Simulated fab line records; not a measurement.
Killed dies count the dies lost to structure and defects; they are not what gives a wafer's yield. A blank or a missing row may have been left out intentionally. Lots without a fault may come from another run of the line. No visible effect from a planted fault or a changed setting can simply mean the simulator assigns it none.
Chamber matching + flow nand_harc + 4 sister chambers for NHARC_A_BLC_ETCH_16 on rie_diel-02
The step etches the open film in CF4, target depth 39 nm, time 65 s. 8 wafers are shown with their chamber, then 12 later ones without.

== WAFERS, EACH WITH ITS CHAMBER ==
| wafer  | chamber | drypump_motor_current_A (A) | rf_vpp_V (V) |
|--------|---------|-----------------------------|--------------|
| L082.6 | 1       | 6.2                         | 151.7        |
| L084.1 | 1       | 6.2                         | 153.0        |
| L084.6 | 0       | 5.9                         | 150.5        |
| L087.4 | 0       | 5.9                         | 151.9        |
| L087.6 | 2       | 5.2                         | 152.7        |
| L086.1 | 2       | 5.3                         | 152.8        |
| L086.3 | 3       | 5.8                         | 148.1        |
| L086.4 | 3       | 5.8                         | 151.1        |

== WAFERS WITH NO CHAMBER GIVEN ==
| wafer  | drypump_motor_current_A (A) | rf_vpp_V (V) |
|--------|-----------------------------|--------------|
| L091.2 | 5.2                         | 152.9        |
| L091.3 | 6.1                         | 151.3        |
| L091.6 | 5.9                         | 151.2        |
| L090.1 | 5.9                         | 150.9        |
| L090.3 | 5.8                         | 151.5        |
| L090.4 | 6.1                         | 152.0        |
| L096.2 | 5.2                         | 153.1        |
| L096.4 | 5.8                         | 147.9        |
| L096.6 | 6.2                         | 153.9        |
| L097.1 | 5.2                         | 153.4        |
| L097.3 | 5.9                         | 149.5        |
| L097.5 | 5.2                         | 151.1        |

== EACH ONE'S CHAMBER ==
| wafer  | from the rows above     | in truth |
|--------|-------------------------|----------|
| L091.2 | 2                       | 2        |
| L091.3 | 1                       | 1        |
| L091.6 | 0                       | 0        |
| L090.1 | 0                       | 0        |
| L090.3 | can't be placed: 3 or 0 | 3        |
| L090.4 | 1                       | 1        |
| L096.2 | 2                       | 2        |
| L096.4 | 3                       | 3        |
| L096.6 | 1                       | 1        |
| L097.1 | 2                       | 2        |
| L097.3 | can't be placed: 0 or 3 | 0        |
| L097.5 | 2                       | 2        |
Correctly placed: 10 of 12. From these rows, 2 cannot be placed; in 2 the true chamber is one of the candidates. Placed wrongly: 0.
How it was worked out, from the rows above alone: a wafer's distance from a chamber is the root of the sum, over the readings, of the square of ((its reading less the chamber's mean) divided by the reading's scatter). The wafer belongs to the nearest chamber; if the next one is less than 2 further off, it can't be placed. The mean given for a chamber averages the wafers shown for that chamber. The scatter: the root of (the sum of the squares of (reading less its chamber's mean) over the shown wafers, divided by (wafers less chambers)).
